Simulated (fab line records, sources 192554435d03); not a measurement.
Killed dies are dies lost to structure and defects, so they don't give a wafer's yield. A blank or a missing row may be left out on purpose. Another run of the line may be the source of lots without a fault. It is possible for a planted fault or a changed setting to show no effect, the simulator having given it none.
fab line records    flow n5Finfet
record: lots: 9  wafers: 27  lastDay: 17
route steps=1938 shown FIN_CUT@169 STI_FIN_REVEAL@183 BEOL_M4@1111 PASSIVATION@1936
lots with no fault: from the same line, run without faults
startH: hours from the record's first day to the start of the lot's first wafer shown    waitH: time in hours since the lot's previous step    " the same as in the row above    L1.1+2: one row covering several wafers at once    - value missing, or start not given    * or withheld: withheld    < > ~ a bound
route shown NAME@n: names a module that has steps shown in the file, with the first one's number in the route    usual: average and standard deviation across the fault-free wafers    same: alike in all rows    chamber/n: place in a boat    sites: the reading at each site    _std_site: standard deviation of those values    _edge_site: the outer-site mean with the inner-site mean subtracted    radiusMm: how far each site lies from the wafer's centre    mask NAME#n: copy n    behind: the tool/chamber that last shaped the wafer    hold: why the lot went on hold/how many hours it stayed there/how the hold came to an end    device: which transistor (n, p or np) failed to switch    end of line: the same wafers' tests at the end of the route    for a step that has no rows: nothing shown but its recipe    killed: count of dies lost to structure and defects at first sort (not the wafer's yield)    map: shows each die of a wafer: x if killed, . if not, _ if none is there
set.NAME: the setting as run; set.NAME@STEP: as run at that earlier step    model.NAME: the simulator's own value behind a step, which no gauge read
the route's steps for a sample of lots (tables are steps, rows are wafers)
services: the hour from which a tool's chamber was out of use, counted from the record's first day as startH (under 0 if before that day), plus the number of hours and why
== steps ==
step: N5_FIN_CUT_ETCH_21
recipe: chemistry: N2/H2  target: SOC  targetDepthA: 2190  overetchA: 438  maskMaterial: SiARC  tempC: 40  ionEnergyEv: 100  biasW: 61  timeS: 523.5  pressureMtorr: 30  sourceW: 850  n2FlowSccm: 200  h2FlowSccm: 200
usual: drypumpMotorCurrentA: 5.7/0.41  oesProductAu: 0.69/0.063  rfVppV: 241.3/1.4  showerheadPlenumPTorr: 2.59/0.095  throttleValvePct: 17.99/0.24
lot.wafer  tool        chamber  startH  waitH  drypumpMotorCurrentA  oesProductAu  rfHoursCounterH  rfVppV  showerheadPlenumPTorr  throttleValvePct
L406.1     rieDiel-06  3        26.58   0.0    5.1                   0.64          215              241.1   2.53                   17.94
L406.2     "           2        "       "      6.2                   0.67          163              241.2   2.65                   17.67
L406.3     "           1        "       "      5.2                   0.82          18               242.5   2.69                   17.88
L407.3     rieDiel-01  0        33.13   0.0    5.9                   0.68          190              241.8   2.56                   18.45
L407.4     "           2        "       "      5.5                   0.71          161              242.1   2.63                   17.90
L407.6     "           0        "       "      5.9                   0.68          -                239.8   2.56                   18.44
L411.3     rieDiel-06  2        57.32   0.0    6.2                   0.65          173              242.3   2.64                   17.69
L411.4     "           1        "       "      5.2                   0.80          29               243.3   2.69                   17.90
L411.5     "           3        "       "      5.1                   0.64          -                240.3   2.53                   17.94
L414.1     rieDiel-02  0        75.30   0.0    5.7                   0.70          143              242.4   2.69                   18.31
L414.5     "           1        "       "      5.8                   0.69          -                241.2   2.54                   17.69
L414.6     "           0        "       "      5.7                   0.70          -                241.0   2.69                   18.31
L415.2     rieDiel-06  2        82.46   0.0    6.2                   0.66          181              242.6   2.64                   17.69
L415.3     "           0        "       "      5.5                   0.63          239              240.7   2.49                   18.02
L415.4     "           1        "       "      5.2                   0.78          37               242.3   2.68                   17.93
L417.4     rieDiel-01  0        93.61   0.0    5.9                   0.66          210              240.3   2.56                   18.50
L417.5     "           1        "       "      5.2                   0.66          -                242.3   2.64                   18.06
L417.6     "           0        "       "      5.9                   0.67          -                240.5   2.55                   18.47
L420.3     rieDiel-06  0        114.54  0.0    5.5                   0.63          247              239.0   2.49                   18.05
L420.5     "           1        "       "      5.2                   0.78          -                243.2   2.68                   17.93
L420.6     "           0        "       "      5.5                   0.63          -                239.3   2.49                   18.06
L424.2     rieDiel-02  2        134.74  0.0    5.7                   0.86          17               243.6   2.72                   17.99
L424.4     "           0        "       "      5.7                   0.69          163              241.7   2.68                   18.34
L424.5     "           2        "       "      5.7                   0.86          -                242.1   2.72                   17.98
L425.2     rieDiel-02  0        142.22  0.0    5.7                   0.68          165              240.7   2.68                   18.34
L425.3     "           3        "       "      6.3                   0.71          118              238.9   2.34                   17.92
L425.4     "           2        "       "      5.7                   0.85          20               242.3   2.72                   17.99
step: N5_STI_FIN_REVEAL_ALD_00
recipe: material: SiO2  targetThkA: 10  tempC: 300  aldPrecursorFamily: BDEAS  aldCoReactant: O2-plasma  pulseTimeS: 1  pressureTorr: 2
usual: heaterPowerW: 475/37  precursorPulseHeightRel: 0.999/0.021
same: pulseTimeS: 1
lot.wafer  tool       chamber  startH  waitH  heaterPowerW  precursorPulseHeightRel
L406.1     aldSin-02  1        28.60   1.2    481           0.992
L406.2     "          3        "       "      436           1.005
L406.3     "          0        "       "      418           0.967
L407.3     aldSin-01  3        34.04   0.1    474           0.984
L407.4     "          1        "       "      455           1.005
L407.6     "          0        "       "      524           0.970
L411.3     aldSin-02  3        58.77   0.6    450           1.014
L411.4     "          1        "       "      479           1.019
L411.5     "          0        "       "      412           0.984
L414.1     aldSin-02  0        76.40   0.0    407           1.004
L414.5     "          3        "       "      447           0.997
L414.6     "          0        "       "      412           1.023
L415.2     aldSin-01  2        83.35   0.0    435           0.999
L415.3     "          1        "       "      462           0.997
L415.4     "          3        "       "      477           0.967
L417.4     aldSin-01  3        94.99   0.4    473           1.003
L417.5     "          0        "       "      529           1.008
L417.6     "          3        "       "      464           0.969
L420.3     aldSin-01  0        115.42  0.0    533           1.007
L420.5     "          0        "       "      524           1.010
L420.6     "          3        "       "      465           0.996
L424.2     aldSin-04  1        135.60  0.0    527           1.013
L424.4     "          3        "       "      523           1.028
L424.5     "          0        "       "      486           1.015
L425.2     aldSin-04  3        143.09  0.0    502           0.969
L425.3     "          2        "       "      467           0.998
L425.4     "          0        "       "      498           1.014
step: N5_STI_FIN_REVEAL_OXIDATION_31
recipe: chemistry: O2_PLASMA_REMOTE  tempC: 150  timeS: 20  pressureMtorr: 1000  sourcePowerW: 2000  o2FlowSccm: 3000
usual: drypumpMotorCurrentA: 5.6/0.7  heaterPowerW: 142/6.1
lot.wafer  tool            chamber  startH  waitH  drypumpMotorCurrentA  heaterPowerW  rfHoursCounterH
L406.1     plasmaAsher-01  0        36.75   0.0    6.8                   147           73
L406.2     "               1        "       "      5.0                   150           73
L406.3     "               1        "       "      5.0                   150           -
L407.3     plasmaAsher-01  1        42.16   0.1    5.0                   147           -
L407.4     "               0        "       "      6.7                   141           -
L407.6     "               1        "       "      5.0                   147           -
L411.3     plasmaAsher-02  1        67.20   0.4    5.1                   132           -
L411.4     "               0        "       "      5.4                   139           -
L411.5     "               0        "       "      5.4                   139           -
L414.1     plasmaAsher-02  1        84.68   0.0    5.1                   134           41
L414.5     "               1        "       "      5.1                   132           -
L414.6     "               0        "       "      5.4                   141           -
L415.2     plasmaAsher-01  1        91.45   0.0    5.0                   145           84
L415.3     "               0        "       "      6.8                   145           -
L415.4     "               1        "       "      5.0                   149           -
L417.4     plasmaAsher-02  0        103.17  0.1    5.4                   137           -
L417.5     "               0        "       "      5.4                   143           -
L417.6     "               1        "       "      5.1                   133           -
L420.3     plasmaAsher-02  1        124.61  0.7    5.1                   135           -
L420.5     "               0        "       "      5.4                   139           -
L420.6     "               1        "       "      5.1                   133           -
L424.2     plasmaAsher-02  1        143.76  0.0    5.1                   133           59
L424.4     "               1        "       "      5.1                   132           -
L424.5     "               1        "       "      5.1                   135           -
L425.2     plasmaAsher-01  0        151.13  0.0    6.8                   146           88
L425.3     "               0        "       "      6.8                   145           -
L425.4     "               1        "       "      5.0                   151           -
step: N5_STI_FIN_REVEAL_CD_MEAS_22
recipe: targetCdNm: 6.238  pitchNm: 28  polarity: line
usual: cdNm: 6.3/0.32
lot.wafer  tool      chamber  startH  waitH  cdNm
L406.1     cdSem-02  -        37.27   0.0    5.9
L406.2     "         -        "       "      6.6
L406.3     "         -        "       "      6.5
L407.3     cdSem-02  -        42.76   0.0    5.9
L407.4     "         -        "       "      6.2
L407.6     "         -        "       "      6.6
L411.3     cdSem-02  -        67.71   0.0    6.3
L411.4     "         -        "       "      6.2
L411.5     "         -        "       "      6.5
L414.1     cdSem-01  -        85.20   0.0    6.4
L414.5     "         -        "       "      6.1
L414.6     "         -        "       "      6.6
L415.2     cdSem-03  -        91.96   0.0    6.6
L415.3     "         -        "       "      6.1
L415.4     "         -        "       "      6.8
L417.4     cdSem-01  -        103.68  0.0    5.9
L417.5     "         -        "       "      6.2
L417.6     "         -        "       "      5.8
L420.3     cdSem-01  -        125.16  0.0    6.3
L420.5     "         -        "       "      6.4
L420.6     "         -        "       "      6.0
L424.2     cdSem-02  -        144.36  0.0    6.7
L424.4     "         -        "       "      5.9
L424.5     "         -        "       "      6.0
L425.2     cdSem-02  -        151.65  0.0    6.0
L425.3     "         -        "       "      6.1
L425.4     "         -        "       "      5.7
step: N5_STI_FIN_REVEAL_INSPECT_13
recipe: inspectInstrument: darkfield  mode: postClean
usual: rawDefectCount: 13/5.7
lot.wafer  tool              chamber  startH  waitH  rawDefectCount
L406.1     defectInspect-01  -        37.38   0.0    9
L406.2     "                 -        "       "      17
L406.3     "                 -        "       "      6
L407.3     defectInspect-02  -        42.89   0.0    18
L407.4     "                 -        "       "      8
L407.6     "                 -        "       "      5
L411.3     defectInspect-01  -        67.82   0.0    16
L411.4     "                 -        "       "      14
L411.5     "                 -        "       "      10
L414.1     defectInspect-02  -        85.32   0.0    10
L414.5     "                 -        "       "      16
L414.6     "                 -        "       "      8
L415.2     defectInspect-01  -        92.08   0.0    16
L415.3     "                 -        "       "      12
L415.4     "                 -        "       "      9
L417.4     defectInspect-01  -        103.80  0.0    17
L417.5     "                 -        "       "      17
L417.6     "                 -        "       "      14
L420.3     defectInspect-02  -        125.32  0.0    7
L420.5     "                 -        "       "      16
L420.6     "                 -        "       "      4
L424.2     defectInspect-02  -        144.49  0.0    14
L424.4     "                 -        "       "      18
L424.5     "                 -        "       "      10
L425.2     defectInspect-01  -        151.77  0.0    18
L425.3     "                 -        "       "      7
L425.4     "                 -        "       "      1350
step: N5_BEOL_M4_RC_MEAS_101
usual: DIBL_N: 36.2/2.4  DIBL_P: 36.2/2.6  IOFF_N: 0.16/0.045  IOFF_P: 0.21/0.046  ION_N: 674/17  ION_P: 463/11  SS_N: 71.5/0.77  SS_P: 73.1/0.76  VT_N: 250/3.9  VT_P: -250/3.9
lot.wafer  tool       chamber  startH  waitH  DIBL_N[mV/V]  DIBL_P[mV/V]  IOFF_N[nA/um]  IOFF_P[nA/um]  ION_N[uA/um]  ION_P[uA/um]  SS_N[mV/dec]  SS_P[mV/dec]  VT_N[mV]  VT_P[mV]
L407.3     prober-02  0        162.94  0.3    32.4          31.4          0.10           0.13           667           456           69.5          71.9          254       -258
L407.4     "          0        "       "      30.5          28.2          0.07           0.10           649           448           69.5          70.9          261       -261
L407.6     "          0        "       "      37.0          37.0          0.18           0.20           678           463           71.2          73.7          249       -252
L406.1     prober-02  0        165.46  0.0    39.4          39.7          0.20           0.27           685           474           72.3          73.8          249       -244
L406.2     "          0        "       "      37.9          38.3          0.16           0.24           692           480           71.5          72.9          249       -249
L406.3     "          0        "       "      40.5          40.5          0.22           0.30           695           473           71.9          74.1          247       -245
L411.3     prober-01  0        188.56  0.3    35.7          35.2          0.16           0.19           665           452           71.9          72.6          251       -254
L411.4     "          0        "       "      33.3          34.2          0.12           0.17           652           453           70.8          72.6          254       -253
L411.5     "          0        "       "      34.0          35.0          0.12           0.19           651           457           70.7          72.9          256       -251
L414.1     prober-02  0        240.71  0.0    37.0          38.8          0.17           0.20           672           458           71.5          72.0          248       -249
L414.5     "          0        "       "      35.3          36.0          0.12           0.16           641           444           71.7          72.7          255       -256
L414.6     "          0        "       "      33.9          35.8          0.12           0.17           678           461           70.7          72.2          252       -253
L415.2     prober-01  0        243.67  0.2    40.9          41.8          0.28           0.27           720           480           72.5          74.7          244       -247
L415.3     "          0        "       "      37.9          38.4          0.17           0.20           669           458           71.7          74.6          251       -252
L415.4     "          0        "       "      39.6          40.5          0.23           0.25           676           452           71.9          75.0          247       -249
L417.4     prober-01  0        248.01  0.5    34.0          34.1          0.12           0.19           670           472           70.7          72.3          253       -249
L417.5     "          0        "       "      34.9          35.0          0.13           0.20           666           468           70.3          72.8          253       -247
L417.6     "          0        "       "      33.6          33.5          0.12           0.19           670           471           70.2          72.8          252       -250
L420.3     prober-01  0        254.58  0.3    39.9          39.5          0.23           0.33           676           469           73.1          74.4          246       -244
L420.5     "          0        "       "      36.7          35.6          0.16           0.24           674           469           71.7          73.7          250       -247
L420.6     "          0        "       "      36.6          35.2          0.16           0.24           696           476           71.7          73.8          250       -246
L424.2     prober-02  0        279.63  0.2    37.8          38.2          0.20           0.24           681           466           71.0          73.6          243       -247
L424.4     "          0        "       "      36.7          37.2          0.18           0.22           684           465           71.7          73.4          248       -251
L424.5     "          0        "       "      36.5          35.5          0.17           0.19           670           459           71.9          72.6          248       -249
L425.2     prober-01  0        292.24  0.2    34.2          33.9          0.14           0.18           684           469           70.8          72.9          252       -252
L425.3     "          0        "       "      37.1          35.9          0.18           0.22           680           471           71.7          73.4          252       -249
L425.4     "          0        "       "      35.1          34.9          0.14           0.21           660           455           72.4          72.9          251       -246
step: N5_PASSIVATION_PROBE_49
usual: defectLimitedYield: 91.2/1.4  killed_at_M0_to_M3: 33/9.5  killed_at_M4_up: 13/4.7  killedAtContacts: 11/5.3  killedAtFrontEnd: 42/12  killedAtOther: 5/3.3  killedDies: 104/17  killedOpen: 67/12  killedShort: 33/7.7  sort_bin_4_leakage: 0.01/0.058  sort_bin_5_function: 5.1/0.94  sort_bin_6_memory: 3.3/0.67  sort_bin_8_speed: 0.1/1.3  sortNPass: 1074/24  sortYieldPct: 91.1/2
same: grossDies: 1180  killedAtBackSide: 0
lot.wafer  tool       chamber  startH  waitH  defectLimitedYield[%]  killed_at_M0_to_M3  killed_at_M4_up  killedAtContacts  killedAtFrontEnd  killedAtOther  killedDies  killedOpen  killedShort  sort_bin_4_leakage[%]  sort_bin_5_function[%]  sort_bin_6_memory[%]  sort_bin_8_speed[%]  sortNPass  sortYieldPct[%]
L407.3     prober-01  -        241.67  0.1    90.8                   37                  16               10                41                5              109         68          36           0                      5.5                     3.3                   0                    1071       90.8
L407.4     prober-01  -        241.72  0.2    92.6                   38                  10               12                23                4              87          61          23           0                      4.4                     2.7                   0.1                  1092       92.5
L407.6     prober-01  -        241.82  0.3    91.6                   28                  18               17                33                3              99          69          25           0                      4.8                     3.0                   0.1                  1081       91.6
L406.1     prober-02  -        253.63  0.0    91.8                   25                  17               5                 47                3              97          53          42           0                      4.4                     3.1                   0                    1083       91.8
L406.2     prober-02  -        253.68  0.1    92.0                   36                  4                11                38                5              94          65          21           0                      5.2                     2.3                   0                    1086       92.0
L406.3     prober-02  -        253.73  0.1    94.7                   34                  3                3                 15                7              62          45          16           0                      3.1                     2.0                   0                    1118       94.7
L411.3     prober-01  -        279.41  0.1    89.5                   26                  12               20                63                3              124         91          32           0                      5.8                     4.5                   0                    1056       89.5
L411.4     prober-01  -        279.46  0.2    93.6                   23                  14               7                 28                3              75          47          26           0                      3.6                     2.5                   0                    1105       93.6
L411.5     prober-01  -        279.51  0.2    92.4                   13                  18               13                45                1              90          64          26           0                      4.7                     3.0                   0                    1090       92.4
L414.1     prober-02  -        345.58  0.0    89.0                   37                  19               14                55                5              130         91          33           0                      6.2                     4.4                   0                    1050       89.0
L414.5     prober-02  -        345.78  0.2    89.1                   34                  15               26                47                7              129         86          31           0                      6.5                     4.2                   0.3                  1048       88.8
L414.6     prober-02  -        345.83  0.3    89.3                   28                  23               15                57                3              126         85          38           0                      6.3                     4.0                   0                    1054       89.3
L417.4     prober-02  -        357.10  0.2    88.7                   58                  16               9                 48                2              133         87          42           0                      6.3                     4.7                   0                    1047       88.7
L417.5     prober-02  -        357.15  0.2    90.3                   46                  15               19                25                9              114         67          41           0                      5.8                     3.4                   0                    1066       90.3
L417.6     prober-02  -        357.20  0.3    90.4                   40                  9                12                51                1              113         74          36           0                      4.6                     4.5                   0                    1067       90.4
L415.2     prober-02  -        366.46  0.1    88.1                   41                  15               21                61                2              140         94          44           0.08                   6.7                     5.0                   0                    1039       88.1
L415.3     prober-02  -        366.51  0.1    90.5                   33                  5                10                61                3              112         69          42           0                      5.3                     3.6                   0                    1068       90.5
L415.4     prober-02  -        366.56  0.2    89.4                   58                  5                14                40                8              125         84          41           0                      5.9                     4.5                   0                    1055       89.4
L420.3     prober-01  -        376.74  0.1    88.8                   55                  21               11                45                0              132         85          47           0                      6.9                     3.9                   0                    1048       88.8
L420.5     prober-01  -        376.84  0.2    90.8                   38                  21               16                31                2              108         70          37           0                      6.4                     2.5                   0                    1072       90.8
L420.6     prober-01  -        376.89  0.3    91.9                   43                  20               8                 23                2              96          62          27           0                      3.9                     3.3                   0                    1084       91.9
L425.2     prober-01  -        398.92  0.1    91.7                   22                  6                16                46                8              98          60          37           0                      4.8                     3.0                   0                    1082       91.7
L425.3     prober-01  -        398.97  0.1    92.5                   32                  8                6                 33                10             89          57          32           0                      4.8                     2.5                   0                    1091       92.5
L425.4     prober-01  -        399.02  0.2    81.3                   20                  11               5                 180               5              221         47          15           0                      11.4                    3.4                   0                    959        81.3
L424.2     prober-02  -        399.17  0.1    93.1                   17                  11               9                 40                5              82          57          25           0                      4.4                     2.5                   0                    1098       93.1
L424.4     prober-02  -        399.27  0.2    92.3                   18                  14               16                41                2              91          60          26           0                      4.4                     3.1                   0                    1089       92.3
L424.5     prober-02  -        399.32  0.2    91.9                   29                  17               11                33                5              95          56          35           0                      5.0                     2.7                   0                    1085       91.9
killed by level:class
L407.3 BEOL_M2:geometricParticle:open=16 FIN_SAQP:geometricParticle:open=12 MOL_CONTACT_COAG:geometricParticle:open=8 FIN_SAQP:geometricParticle:short=7 BEOL_M4:geometricParticle:open=6 BEOL_M0_SAQP:geometricParticle:short=6 BEOL_M3:geometricParticle:open=5 BEOL_M6:geometricParticle:open=4
L407.4 BEOL_M1:geometricParticle:open=13 MOL_CONTACT_COAG:geometricParticle:open=11 FIN_SAQP:geometricParticle:open=5 BEOL_M0_SAQP:geometricParticle:open=5 STI_FIN_REVEAL:geometricParticle:open=5 BEOL_M0_SAQP:geometricParticle:short=5 BEOL_M2:geometricParticle:open=5 BEOL_M4:geometricParticle:open=5
L407.6 MOL_CONTACT_COAG:geometricParticle:open=15 BEOL_M0_SAQP:geometricParticle:short=9 FIN_SAQP:geometricParticle:open=8 BEOL_M2:geometricParticle:open=7 BEOL_M0_SAQP:geometricParticle:open=6 DUMMY_GATE:geometricParticle:open=5 BEOL_M5:geometricParticle:open=5 HKMG_FIN:areaEtch=4
L406.1 FIN_SAQP:geometricParticle:short=13 BEOL_M2:geometricParticle:open=11 BEOL_M4:geometricParticle:open=7 FIN_SAQP:geometricParticle:open=6 GATE_CUT:geometricParticle:short=5 STARTING-WAFER:geometricParticle:short=5 BEOL_M4:geometricParticle:short=4 BEOL_M3:geometricParticle:open=3
L406.2 FIN_SAQP:geometricParticle:open=10 BEOL_M2:geometricParticle:open=10 MOL_CONTACT_COAG:geometricParticle:open=9 FIN_SAQP:geometricParticle:short=6 DUMMY_GATE:geometricParticle:open=6 BEOL_M1:geometricParticle:open=5 HKMG_FIN:areaEtch=5 STI_FIN_REVEAL:geometricParticle:open=4
L406.3 BEOL_M2:geometricParticle:open=11 BEOL_M3:geometricParticle:open=7 BEOL_M1:geometricParticle:open=6 PASS1_CAP:geometricParticle:short=6 FIN_SAQP:geometricParticle:open=5 BEOL_M0:geometricParticle:open=4 MOL_CONTACT_COAG:geometricParticle:open=3 BEOL_M0_SAQP:geometricParticle:short=3
L411.3 STI_FIN_REVEAL:geometricParticle:open=18 MOL_CONTACT_COAG:geometricParticle:open=16 ILD0:geometricParticle:short=8 BEOL_M2:geometricParticle:open=8 BEOL_M3:geometricParticle:open=8 BEOL_M4:geometricParticle:open=8 GATE_CUT:geometricParticle:short=6 GATE_CUT:geometricParticle:open=6
L411.4 DUMMY_GATE:geometricParticle:open=9 MOL_CONTACT_COAG:geometricParticle:open=6 BEOL_M3:geometricParticle:open=6 GATE_CUT:geometricParticle:short=5 BEOL_M0_SAQP:geometricParticle:short=5 BEOL_M4:geometricParticle:open=5 ILD0:geometricParticle:short=4 BEOL_M2:geometricParticle:open=4
L411.5 STI_FIN_REVEAL:geometricParticle:open=14 MOL_CONTACT_COAG:geometricParticle:open=11 FIN_SAQP:geometricParticle:short=8 BEOL_M4:geometricParticle:open=6 BEOL_M5:geometricParticle:open=6 GATE_CUT:geometricParticle:open=5 BEOL_M2:geometricParticle:open=4 FIN_SAQP:geometricParticle:open=3
L414.1 FIN_SAQP:geometricParticle:open=16 BEOL_M0_SAQP:geometricParticle:open=12 MOL_CONTACT_COAG:geometricParticle:open=11 DUMMY_GATE:geometricParticle:open=9 GATE_CUT:geometricParticle:open=7 FIN_SAQP:geometricParticle:short=5 GATE_CUT:geometricParticle:short=5 BEOL_M0_SAQP:geometricParticle:short=5
L414.5 MOL_CONTACT_COAG:geometricParticle:open=23 BEOL_M0_SAQP:geometricParticle:open=15 FIN_SAQP:geometricParticle:open=10 BEOL_M0_SAQP:geometricParticle:short=10 STI_FIN_REVEAL:geometricParticle:open=7 GATE_CUT:geometricParticle:short=7 DUMMY_GATE:geometricParticle:open=6 DUMMY_GATE:geometricParticle:short=4
L414.6 FIN_SAQP:geometricParticle:short=18 FIN_SAQP:geometricParticle:open=14 MOL_CONTACT_COAG:geometricParticle:open=12 BEOL_M5:geometricParticle:open=10 DUMMY_GATE:geometricParticle:open=8 BEOL_M0_SAQP:geometricParticle:open=8 BEOL_M3:geometricParticle:open=7 BEOL_M0_SAQP:geometricParticle:short=6
L417.4 STI_FIN_REVEAL:geometricParticle:open=17 BEOL_M0_SAQP:geometricParticle:open=16 BEOL_M0_SAQP:geometricParticle:short=13 FIN_SAQP:geometricParticle:open=7 BEOL_M4:geometricParticle:open=7 MOL_CONTACT_COAG:geometricParticle:open=7 STI_FIN_REVEAL:geometricParticle:short=7 STARTING-WAFER:geometricParticle:open=7
L417.5 MOL_CONTACT_COAG:geometricParticle:open=13 BEOL_M3:geometricParticle:short=11 STI_FIN_REVEAL:geometricParticle:open=10 BEOL_M0_SAQP:geometricParticle:open=10 BEOL_M0_SAQP:geometricParticle:short=8 BEOL_M1:geometricParticle:open=8 MOL_CONTACT_COAG:geometricParticle:short=6 PASS1_DEP:geometricParticle:open=5
L417.6 STI_FIN_REVEAL:geometricParticle:open=20 FIN_SAQP:geometricParticle:open=10 MOL_CONTACT_COAG:geometricParticle:open=9 BEOL_M0_SAQP:geometricParticle:short=7 BEOL_M2:geometricParticle:open=7 BEOL_M0_SAQP:geometricParticle:open=5 BEOL_M1:geometricParticle:short=5 BEOL_M3:geometricParticle:open=5
L415.2 STI_FIN_REVEAL:geometricParticle:open=19 MOL_CONTACT_COAG:geometricParticle:open=19 FIN_SAQP:geometricParticle:short=13 BEOL_M0_SAQP:geometricParticle:short=11 BEOL_M0_SAQP:geometricParticle:open=8 DUMMY_GATE:geometricParticle:open=7 BEOL_M3:geometricParticle:open=7 BEOL_M2:geometricParticle:open=6
L415.3 STI_FIN_REVEAL:geometricParticle:open=12 FIN_SAQP:geometricParticle:short=10 BEOL_M3:geometricParticle:open=9 GATE_CUT:geometricParticle:short=8 MOL_CONTACT_COAG:geometricParticle:open=8 BEOL_M0_SAQP:geometricParticle:open=8 FIN_SAQP:geometricParticle:open=7 GATE_CUT:geometricParticle:open=7
L415.4 BEOL_M0_SAQP:geometricParticle:short=18 BEOL_M0_SAQP:geometricParticle:open=18 STI_FIN_REVEAL:geometricParticle:open=14 MOL_CONTACT_COAG:geometricParticle:open=13 BEOL_M2:geometricParticle:open=10 FIN_SAQP:geometricParticle:open=6 BEOL_M1:geometricParticle:open=5 FIN_SAQP:geometricParticle:short=4
L420.3 BEOL_M0_SAQP:geometricParticle:short=15 BEOL_M0:geometricParticle:open=11 MOL_CONTACT_COAG:geometricParticle:open=11 BEOL_M4:geometricParticle:open=11 BEOL_M1:geometricParticle:open=10 ILD0:geometricParticle:short=9 STI_FIN_REVEAL:geometricParticle:open=8 BEOL_M2:geometricParticle:open=7
L420.5 MOL_CONTACT_COAG:geometricParticle:open=13 ILD0:geometricParticle:short=9 BEOL_M0_SAQP:geometricParticle:open=9 BEOL_M0_SAQP:geometricParticle:short=8 BEOL_M2:geometricParticle:open=7 BEOL_M4:geometricParticle:open=7 FIN_SAQP:geometricParticle:short=6 BEOL_M5:geometricParticle:open=6
L420.6 BEOL_M0_SAQP:geometricParticle:short=11 BEOL_M4:geometricParticle:open=10 BEOL_M0_SAQP:geometricParticle:open=9 MOL_CONTACT_COAG:geometricParticle:open=7 BEOL_M1:geometricParticle:open=7 BEOL_M2:geometricParticle:open=6 HKMG_FIN:areaEtch=5 STI_FIN_REVEAL:geometricParticle:open=4
L425.2 MOL_CONTACT_COAG:geometricParticle:open=10 FIN_SAQP:geometricParticle:short=8 FIN_SAQP:geometricParticle:open=7 GATE_CUT:geometricParticle:open=7 BEOL_M3:geometricParticle:open=7 MOL_CONTACT_COAG:geometricParticle:short=6 STI_FIN_REVEAL:geometricParticle:open=5 GATE_CUT:geometricParticle:short=5
L425.3 GATE_CUT:geometricParticle:short=9 BEOL_M0_SAQP:geometricParticle:open=8 STI_FIN_REVEAL:geometricParticle:open=7 FIN_SAQP:geometricParticle:short=6 MOL_CONTACT_COAG:geometricParticle:open=5 BEOL_M0_SAQP:geometricParticle:short=5 BEOL_M1:geometricParticle:open=5 BEOL_M2:geometricParticle:open=5
L425.4 STI_FIN_REVEAL:unspecified=159 STI_FIN_REVEAL:geometricParticle:open=7 BEOL_M3:geometricParticle:open=7 MOL_CONTACT_COAG:geometricParticle:open=5 BEOL_M0_SAQP:geometricParticle:short=4 BEOL_M4:geometricParticle:open=4 GATE_CUT:geometricParticle:open=3 FIN_SAQP:geometricParticle:short=3
L424.2 FIN_SAQP:geometricParticle:open=13 DUMMY_GATE:geometricParticle:open=9 MOL_CONTACT_COAG:geometricParticle:open=8 FIN_SAQP:geometricParticle:short=6 BEOL_M4:geometricParticle:open=6 BEOL_M3:geometricParticle:open=5 GATE_CUT:geometricParticle:short=4 BEOL_M0_SAQP:geometricParticle:open=4
L424.4 FIN_SAQP:geometricParticle:open=11 MOL_CONTACT_COAG:geometricParticle:open=9 BEOL_M4:geometricParticle:open=8 BEOL_M0_SAQP:geometricParticle:open=6 FIN_SAQP:geometricParticle:short=5 STARTING-WAFER:geometricParticle:short=5 STI_FIN_REVEAL:geometricParticle:open=4 BEOL_M0_SAQP:geometricParticle:short=4
L424.5 BEOL_M0_SAQP:geometricParticle:open=11 FIN_SAQP:geometricParticle:short=7 STI_FIN_REVEAL:geometricParticle:open=7 DUMMY_GATE:geometricParticle:open=7 BEOL_M0_SAQP:geometricParticle:short=6 BEOL_M4:geometricParticle:open=6 BEOL_M4:geometricParticle:short=5 MOL_CONTACT_COAG:geometricParticle:short=4
== services ==
tool            chamber  startH  hours  kind
aldSin-01       0        10.24   -      clean
aldSin-01       1        10.24   -      clean
aldSin-01       2        10.24   -      clean
aldSin-01       3        10.24   -      clean
aldSin-01       3        20.33   -      calibration
aldSin-02       -        27.29   1.3    repair
rieDiel-06      3        28.21   5.1    repair
rieDiel-01      1        38.58   10.4   repair
rieDiel-02      2        50.50   -      clean
rieDiel-02      2        50.50   -      consumableReplace:focusRing
aldSin-02       3        56.29   1.7    repair
rieDiel-06      3        62.83   13.2   repair
plasmaAsher-01  -        64.56   1.5    repair
plasmaAsher-01  -        66.56   2.4    repair
aldSin-04       -        66.74   0.3    repair
aldSin-04       -        86.24   14.0   pm
plasmaAsher-01  -        96.73   40.1   repair
rieDiel-01      1        109.26  19.6   repair
rieDiel-01      0        121.21  7.5    repair
rieDiel-06      0        123.19  -      clean
rieDiel-06      0        123.19  -      consumableReplace:focusRing
rieDiel-06      0        123.19  19.6   scheduledDown
rieDiel-06      0        123.19  19.6   ventCycle
rieDiel-01      3        148.32  7.9    repair
== key ==
firstSign: step: N5_STI_FIN_REVEAL_INSPECT_13  reading: rawDefectCount  direction: up  sigmas: 99+  usual: 13  struck: 1350
effect: step: N5_PASSIVATION_PROBE_49  reading: killedAtFrontEnd  direction: up  sigmas: 11  usual: 42  struck: 180
moreKillsBornAt: N5_STI_FIN_REVEAL_OXIDATION_31@plasmaAsher-01: 159
metAt N5_STI_FIN_REVEAL_OXIDATION_31
struckLots L425
struckWafers L425.4
notActingAt N5_FIN_CUT_ETCH_21,N5_STI_FIN_REVEAL_ALD_00,N5_STI_FIN_REVEAL_CD_MEAS_22
onsetBetween 91.45 151.13
fault: kind: chamberParticleSource  tool: plasmaAsher-01  chamber: 1  onsetH: 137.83  steps: N5_STI_FIN_REVEAL_OXIDATION_31  ratePerVisitCm2: 2.0624  endH: 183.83
